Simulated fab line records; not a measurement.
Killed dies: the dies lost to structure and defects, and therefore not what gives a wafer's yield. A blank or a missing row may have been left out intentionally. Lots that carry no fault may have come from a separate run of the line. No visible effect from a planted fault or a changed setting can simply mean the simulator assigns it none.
A struck lot beside a sound one -- flow nandHarc -- 28 steps out of a route of 1302
Sound: these wafers, L911.1, L911.2, L911.4. Wafers struck: L914.1, L914.3, L914.4. The cause comes at the end.
For every step that has rows: the tool of each side, followed by ch and its chambers, followed by its first start. Under that, the readings that differ: sound wafers -- struck wafers -- difference of the means -- sigmas: that difference in standard deviations of wafers without a fault.
alike: same words and numbers on both sides, and readings whose means sit less than 2 such deviations apart. not compared: any withheld reading, any reading some wafer has no value for, any bound like >300 that may hide the same value, and any number with overlapping values for which the record gives no deviation.
A row with sigmas, a row that says differs or no value, or rows on one side alone: a step with any of these is where the two part. Numbers that have no deviation but don't overlap get no sigmas and don't part them. A reading missing from all wafers of one side parts the sides only when that side holds two or more wafers.

first, 8 steps without rows for these wafers: NHARC_A_CHANNEL_HOLE_D1_EXPOSE_07 (exposes mask HOLE D1, target cd 100 nm); NHARC_A_CHANNEL_HOLE_D1_PEB_08 (peb time 65 s); NHARC_A_CHANNEL_HOLE_D1_DEVELOP_09 (develop time 35 s); NHARC_A_CHANNEL_HOLE_D1_DESCUM_15 (chemistry O2, time 3 s); NHARC_A_CHANNEL_HOLE_D1_ETCH_38 (etches the open film in CF4, target depth 39 nm, time 65 s); NHARC_A_CHANNEL_HOLE_D1_ETCH_39 (etches the open film in N2/H2, target depth 260 nm, time 325 s); NHARC_A_CHANNEL_HOLE_D1_ETCH_34 (etches the open film in CF4/CHF3, target depth 154 nm, time 77 s); NHARC_A_CHANNEL_HOLE_D1_ETCH_16 (etches the open film in O2/COS, target depth 3100 nm, time 806 s).
NHARC_A_CHANNEL_HOLE_D1_ETCH_19: etches the open film in C4F8/O2/Ar, time 34.5 s.
  sound on harEtch-02 ch 0,1, day 8 10:55; struck on harEtch-02 ch 0,1, day 9 18:06
  alike: drypumpMotorCurrentA, heBacksideLeakSccm, showerheadPlenumPTorr, throttleValvePct
  not compared: rfHoursCounterH
then, 16 steps without rows for these wafers: NHARC_A_CHANNEL_HOLE_D1_ETCH_20 (etches the open film in C4F8/O2/Ar, time 361.9 s, target depth 1600 nm); NHARC_A_CHANNEL_HOLE_D1_ETCH_21 (etches the open film in C4F8/O2/Ar, time 514.3 s, target depth 1600 nm); NHARC_A_CHANNEL_HOLE_D1_ETCH_22 (etches the open film in C4F8/O2/Ar, time 666.7 s, target depth 1600 nm); NHARC_A_CHANNEL_HOLE_D1_ETCH_23 (etches the open film in C4F8/O2/Ar, time 819 s, target depth 1600 nm); NHARC_A_CHANNEL_HOLE_D1_ETCH_24 (etches the open film in C4F8/O2/Ar, time 906.2 s, target depth 1500 nm); NHARC_A_CHANNEL_HOLE_D1_ETCH_25 (etches the open film in C4F8/O2/Ar, time 1040.2 s, target depth 1500 nm); NHARC_A_CHANNEL_HOLE_D1_ETCH_26 (etches the open film in C4F8/O2/Ar, time 224.1 s, target depth 300 nm); NHARC_A_CHANNEL_HOLE_D1_ETCH_33 (etches the open film in C4F8/O2/Ar, time 90 s, target depth 400 nm); NHARC_A_CHANNEL_HOLE_D1_STRIP_41 (strips in N2/H2); NHARC_A_CHANNEL_HOLE_D1_STRIP_42 (strips in CF4/CHF3); NHARC_A_CHANNEL_HOLE_D1_STRIP_43 (strips in O2/COS); NHARC_A_CHANNEL_HOLE_D1_ETCH_44 (etches the open film in CF4/O2, target depth 140 nm, overetch 14 nm, time 77 s); NHARC_A_CHANNEL_HOLE_D1_STRIP_27 (strips in O2); NHARC_A_CHANNEL_HOLE_D1_PRECLEAN_28 (cleans in SC1); NHARC_A_CHANNEL_HOLE_D1_SRD_29; NHARC_A_CHANNEL_HOLE_D1_XSEM_31.
NHARC_A_CHANNEL_HOLE_D1_INSPECT_40:
  sound: defectInspect-01 at day 8 16:41; struck: defectInspect-02 at day 9 23:49
reading,sound,struck,difference,sigmas
rawDefectCount,77 84 83,743 736 779,+671,+28
then, 1 step without rows for these wafers: NHARC_A_CHANNEL_FILL_D1_PRECLEAN_00 (cleans in SC1).
-- the record jumps here: 15 days lie between the struck wafers' starts before and after (it left off in module A_CHANNEL_FILL_D1 and takes up again in module END, whose first step shown is number 1302 of the route) --
NHARC_END_SORT_01:
  sound on prober-02 ch 0, day 24 03:22; struck on prober-02 ch 0, day 25 05:53
reading,sound,struck,difference,sigmas
killedAtArray,78 64 72,111 106 117,+40,+3
killedAtOther,0 0 0,8 3 2,+4,+4
killedDies,78 66 74,119 111 122,+45,+3
  alike: killedAtPeriphery, killedOpen, killedShort

## WHERE THEY PART
Earliest at NHARC_A_CHANNEL_HOLE_D1_INSPECT_40; latest, in this record, at NHARC_END_SORT_01.

WHY: the cause the simulator had injected
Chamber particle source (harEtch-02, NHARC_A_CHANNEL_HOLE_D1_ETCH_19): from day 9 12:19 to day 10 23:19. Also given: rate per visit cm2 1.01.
